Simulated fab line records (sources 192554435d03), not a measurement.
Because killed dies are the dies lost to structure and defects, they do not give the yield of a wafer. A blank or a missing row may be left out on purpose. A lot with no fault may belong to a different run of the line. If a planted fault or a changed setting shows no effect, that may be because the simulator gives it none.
2 desks looking at one fault | flow n5_finfet | only its own numbers are on each desk; what lay behind them is given at the end

== DESK OF THE TOOL OWNER: cmp-04 ==
The tool's own readings at N5_BEOL_M14_CMP_49 (polishes, stops on SiO2, t overpolish 5.2 s, target thk 560 nm): means of the sampled wafers that have a number, for each lot that ran on this tool. If a lot's mean is further than 4 standard deviations from the usual mean, the lot is out of limits and carries the mark OUT (the distance appears in the brackets).
Columns: A = barrier_field_endpoint_s at N5_BEOL_M14_CMP_49, usual 11.41 s; B = head_pressure_psi at N5_BEOL_M14_CMP_49, usual 2.000 psi; C = motor_current_A at N5_BEOL_M14_CMP_49, usual 8.0 A; D = overpolish_run_s at N5_BEOL_M14_CMP_49, usual 5.200 s; E = slurry_filter_dp_kPa at N5_BEOL_M14_CMP_49, usual 13.50 kPa; F = slurry_flow_ml_min at N5_BEOL_M14_CMP_49, usual 150.0; G = time_to_endpoint_s at N5_BEOL_M14_CMP_49, usual 122.8 s
lot  | first seen here | A              | B     | C   | D     | E     | F     | G
L414 | day 11 03:09    | 11.49          | 2.000 | 7.9 | 5.200 | 13.49 | 150.2 | 123.7
L421 | day 13 04:27    | 8.87 (-13) OUT | 1.998 | 7.3 | 5.193 | 13.46 | 150.1 | 95.3 (-9.1) OUT
L425 | day 14 01:18    | 9.01 (-12) OUT | 1.994 | 7.6 | 5.200 | 13.59 | 149.9 | 97.8 (-8.3) OUT
L424 | day 14 12:31    | 6.32 (-25) OUT | 2.001 | 8.0 | 5.190 | 13.52 | 149.9 | 65.2 (-19) OUT
L436 | day 17 09:14    | 11.09          | 2.001 | 7.8 | 5.197 | 13.50 | 149.9 | 119.9
This desk's verdict: out of limits on L421, L424, L425, starting with L421 at day 13 04:27 (barrier_field_endpoint_s at N5_BEOL_M14_CMP_49). L414, L436: within limits.

== THE DEFECT DESK ==
For each lot, the counts of the inspections along the route, averaged over the sampled wafers that have a number. If a lot's mean is further than 4 standard deviations from the usual mean, the lot is out of limits and carries the mark OUT (the distance appears in the brackets).
Columns: A = raw_defect_count at N5_BEOL_M14_INSPECT_55, usual 69
lot  | first seen here | A
L414 | day 11 03:36    | 53
L415 | day 11 19:29    | 90
L421 | day 13 04:49    | 80
L425 | day 14 01:43    | 52
L424 | day 14 12:58    | 99
L427 | day 14 17:04    | 55
L431 | day 15 16:04    | 53
L429 | day 15 23:35    | 52
L434 | day 16 16:01    | 69
L435 | day 17 04:14    | 70
L436 | day 17 09:39    | 72
This desk's verdict: no lot among the 11 shows anything out of limits.

== ALL TOGETHER ==
The tool owner's desk had the chance to raise an alarm at day 13 04:27 on L421, L424, L425.
Nothing out of limits was seen by the defect desk.
The defect desk has L421, L424, L425 on record, within its limits.
All the named lots went through N5_BEOL_M14_CMP_49 on cmp-04.

== WHAT WAS PUT IN BY THE SIMULATOR ==
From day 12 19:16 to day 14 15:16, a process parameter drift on cmp-04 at N5_BEOL_M14_CMP_49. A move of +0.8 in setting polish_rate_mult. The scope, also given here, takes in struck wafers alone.
Shown lots that were struck: L421, L424, L425.
Time in hours from fault onset to the first out-of-limits reading at each desk: the tool owner's desk, 9.
